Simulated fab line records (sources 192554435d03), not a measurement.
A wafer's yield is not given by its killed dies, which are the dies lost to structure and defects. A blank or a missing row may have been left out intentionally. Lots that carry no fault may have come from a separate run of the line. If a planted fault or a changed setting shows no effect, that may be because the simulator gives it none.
8D (eight disciplines) problem report, filled in by code | flow n5_finfet | the parts of the form that need people (team, actions taken, sign-off) are left out

## 1. THE ISSUE
trench_depth_nm at N5_BEOL_M11_OCD_MEAS_38 reads a mean of 2 nm on 2 wafers of 2 lots; wafers without a fault read 148 nm with a standard deviation of 4.2. That is -35 standard deviations from the usual mean.
First seen on wafer L419.5, day 13 20:08, on ocd-01. The record holds 22 wafers of 8 lots with a number at this step. Rule for "out", or "out of limits": more than 4 standard deviations from the usual mean. The rest of the wafers with a number are treated as sound.

## 2. WHAT THIS IS AND IS NOT
question                    | is                | is not
which readings at this step | trench_depth_nm   | -
which lots                  | L418, L419        | L406, L413, L416, L425, L426, L427
which wafers of those lots  | L418.5, L419.5    | L418.3, L419.4, L419.6
read on which gauges        | ocd-01, ocd-02    | -
when                        | from day 13 20:08 | up to then (11 sound wafers); but 9 sound wafers of L418, L425, L426, L427 came after

## 3. THE SUSPECTS, EACH WITH WHAT RULES IT OUT
Counting: any tool at a process step up to the reading remains a suspect provided it ran every lot that is out. Sound lots after the first of them don't rule it out here, since some wafers of a struck lot are sound.
- the gauge at N5_BEOL_M11_OCD_MEAS_38 has been ruled out. The wafers that are out were read on 2 gauges (ocd-01, ocd-02).
- rie_diel-02 at N5_BEOL_M11_DESCUM_16 (chemistry O2, time 7.9 s): kept. Every lot that is out went through it, the first being L419 (day 13 18:29); the last sound lot it ran before that was L416 (day 13 06:13).
- rie_diel-02 at N5_BEOL_M11_ETCH_62 (etches SOC in N2/H2, target depth 110 nm, overetch 22 nm, time 165 s): kept. Every lot that is out went through it, the first being L419 (day 13 18:34); the last sound lot it ran before that was L416 (day 13 06:18).
- rie_metal-02 at N5_BEOL_M11_HM_OPEN_17 (chemistry Cl2/BCl3, target TiN, target depth 20 nm, overetch 6 nm): kept. Every lot that is out went through it, the first being L419 (day 13 18:47); the last sound lot it ran before that was L406 (day 10 11:38).
- rie_diel-02, N5_BEOL_M11_DESCUM_16: wafers that are out in chamber 3, sound lot-mates in chambers 0, 1.
- rie_diel-02, N5_BEOL_M11_ETCH_62: wafers that are out in chamber 3, sound lot-mates in chambers 0, 1.
rie_diel-02 at N5_BEOL_M11_DESCUM_16, rie_diel-02 at N5_BEOL_M11_ETCH_62 and rie_metal-02 at N5_BEOL_M11_HM_OPEN_17 are what is left after counting.

## 4. THE CAUSE (what the simulator had put in)
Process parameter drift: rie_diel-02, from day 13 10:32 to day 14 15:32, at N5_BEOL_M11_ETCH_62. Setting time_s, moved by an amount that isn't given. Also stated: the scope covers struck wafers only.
Of the 3 suspects that counting leaves, this tool is one.

## 5. THE CHAIN OF EFFECTS, in route order
Each row: a reading whose mean over the struck wafers that have a number lies more than 3 standard deviations from the usual. Only readings for which the record gives a usual standard deviation are gone through. hours: the time from each lot's start at the first step in this table that gives one to its start at this step, as a median over the lots. sigmas: the change in usual standard deviations.
hours | step                    | reading              | usual  | on struck wafers | change | sigmas
0     | N5_BEOL_M11_OCD_MEAS_38 | trench_depth_nm      | 148 nm | 2                | -146   | -35
47    | N5_PASSIVATION_PROBE_49 | defect_limited_yield | 91.4 % | 1.4              | -90.0  | -60
47    | N5_PASSIVATION_PROBE_49 | killed_at_M4_up      | 14     | 1078             | +1064  | +99 or more
47    | N5_PASSIVATION_PROBE_49 | killed_dies          | 102    | 1164             | +1062  | +59
47    | N5_PASSIVATION_PROBE_49 | killed_on_rim        | 13     | 146              | +133   | +38
47    | N5_PASSIVATION_PROBE_49 | sort_bin_5_function  | 5.0 %  | 95.3             | +90.3  | +93
47    | N5_PASSIVATION_PROBE_49 | sort_n_pass          | 1078   | 16               | -1062  | -56
47    | N5_PASSIVATION_PROBE_49 | sort_yield_pct       | 91.3 % | 1.4              | -89.9  | -56
Process steps it contains:
- N5_PASSIVATION_PROBE_49
Readings that are blank on the struck wafers while sound wafers have them: cd_nm at N5_BEOL_M11_CD_MEAS_18; cd_nm at N5_BEOL_M11_CD_MEAS_35.

## 6. HOW IT WOULD HAVE BEEN CAUGHT EARLIER
The first out-of-limits reading at a measuring or inspecting step in this record came at day 13 20:08, 10 hours after the fault's start at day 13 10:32.
Between N5_BEOL_M11_ETCH_62 and N5_BEOL_M11_OCD_MEAS_38, N5_BEOL_M11_CD_MEAS_18 gave no cd_nm on the struck wafers, where sound wafers have one: a measuring or inspecting step that comes back empty is itself a sign.
Of the tool readings at N5_BEOL_M11_ETCH_62 for which the record gives a usual standard deviation, none was out on any struck wafer, so an alarm limit of 4 standard deviations on them would not have fired.
Lots out: 2; of these, L418 started N5_BEOL_M11_ETCH_62 on rie_diel-02 after day 13 20:08. A hold on the tool at that time would have spared it.
